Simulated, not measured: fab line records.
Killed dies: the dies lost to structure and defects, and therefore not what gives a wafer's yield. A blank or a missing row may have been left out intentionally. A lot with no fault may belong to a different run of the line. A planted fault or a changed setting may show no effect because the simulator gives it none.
Lot-split experiment    flow n5Finfet    on a route of 1938 steps: 7 lots, 21 wafers read

## ON THE SPLIT
At N5_MOL_CONTACT_COAG_CVD_140 (deposits W, target thk 66.5 nm, time 215 s), the setting targetThkA was moved away from the recipe's 665 angstrom on 7 of the 21 wafers read, by -11.0% to +13.4%. For the rest of the wafers, this setting stayed at what the recipe calls for.

The split's own step is where the reading is taken.

## THE READING
W_of_MOL_CONTACT_COAG_CVD_140.thkNm (the simulator's own value, which no gauge read), in nm, at N5_MOL_CONTACT_COAG_CVD_140 (deposits W, target thk 66.5 nm, time 215 s). There is no usual value for it anywhere in the file. Across the 14 wafers here that went through the recipe, the average is 66.4 nm and the standard deviation 0.75 nm.

wafer   tool, chamber at the split  targetThkA as run, angstrom  against the recipe  W_of_MOL_CONTACT_COAG_CVD_140.thkNm, nm  against lot-mates on the recipe
L074.1  cvdW-01, 0                  665                          recipe              67                                       -
L074.2  cvdW-01, 1                  665                          recipe              66.2                                     -
L074.5  cvdW-01, 1                  665                          recipe              67.2                                     -
L078.1  cvdW-01, 1                  665                          recipe              66                                       -
L078.3  cvdW-01, 1                  665                          recipe              66.8                                     -
L078.6  cvdW-01, 1                  665                          recipe              65.8                                     -
L080.1  cvdW-02, 0                  665                          recipe              64.8                                     -
L080.4  cvdW-02, 1                  598.9                        -9.9%               60                                       -5.4
L080.5  cvdW-02, 1                  665                          recipe              66                                       -
L083.3  cvdW-02, 0                  665                          recipe              66.2                                     -
L083.5  cvdW-02, 0                  701.1                        +5.4%               69                                       +2.8
L083.6  cvdW-02, 1                  701.1                        +5.4%               69.2                                     +3.0
L085.1  cvdW-02, 0                  665                          recipe              67.2                                     -
L085.5  cvdW-02, 0                  665                          recipe              66.6                                     -
L085.6  cvdW-02, 1                  591.7                        -11.0%              59.2                                     -7.7
L088.2  cvdW-02, 1                  665                          recipe              67.2                                     -
L088.5  cvdW-02, 1                  754.1                        +13.4%              76.2                                     +9.0
L088.6  cvdW-02, 0                  754.1                        +13.4%              75.6                                     +8.4
L097.1  cvdW-01, 1                  665                          recipe              65.6                                     -
L097.2  cvdW-01, 0                  739.5                        +11.2%              74.8                                     +8.2
L097.6  cvdW-01, 0                  665                          recipe              67.6                                     -

THE FIT
A straight line over all 21 wafers: W_of_MOL_CONTACT_COAG_CVD_140.thkNm changes by +0.681 nm for each +1% of targetThkA; r = +0.98; the points scatter about the line by 0.77 nm.
The same after taking each lot's own level away (the mean of its wafers on the recipe; 21 wafers): +0.648 nm for each +1%; r = +0.99; scatter 0.62 nm.
The reading moves by 8.7 nm for the largest change in targetThkA, on that fit.
The span of the lots' own levels, 65.40 to 67.20 nm, comes to 2.4 times the standard deviation stated above.
The two slopes are in agreement: the lot-to-lot level therefore moves the slope only a little.
Check: +8.59 nm against its lot-mates is what the line predicts for one of the wafers moved furthest among these (+13.4%) when that wafer is left out of the fit. Against them it came out at +9 nm.

## THE OTHER SPLITS THESE WAFERS WENT THROUGH
Other splits were also applied to these wafers ahead of the reading. Each is held against what the fit with the lots' levels taken away leaves over:
other split on the same wafers                 wafers away from the commonest value  r with W_of_MOL_CONTACT_COAG_CVD_140.thkNm (lot level and that fit taken away)
N5_MOL_CONTACT_COAG_COAT_58 spinRpm            10                                    +0.33
N5_MOL_CONTACT_COAG_ETCH_105 biasW             10                                    -0.25
N5_MOL_CONTACT_COAG_COAT_64 spinRpm            6                                     +0.15
N5_MOL_CONTACT_COAG_EXPOSE_37 doseMj           4                                     -0.08
N5_MOL_CONTACT_COAG_ETCHBACK_136 targetDepthA  5                                     -0.15

## THE FILE'S OWN FIT
W_of_MOL_CONTACT_COAG_CVD_140.thkNm changes by +0.654 nm for each +1% of targetThkA, r = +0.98.
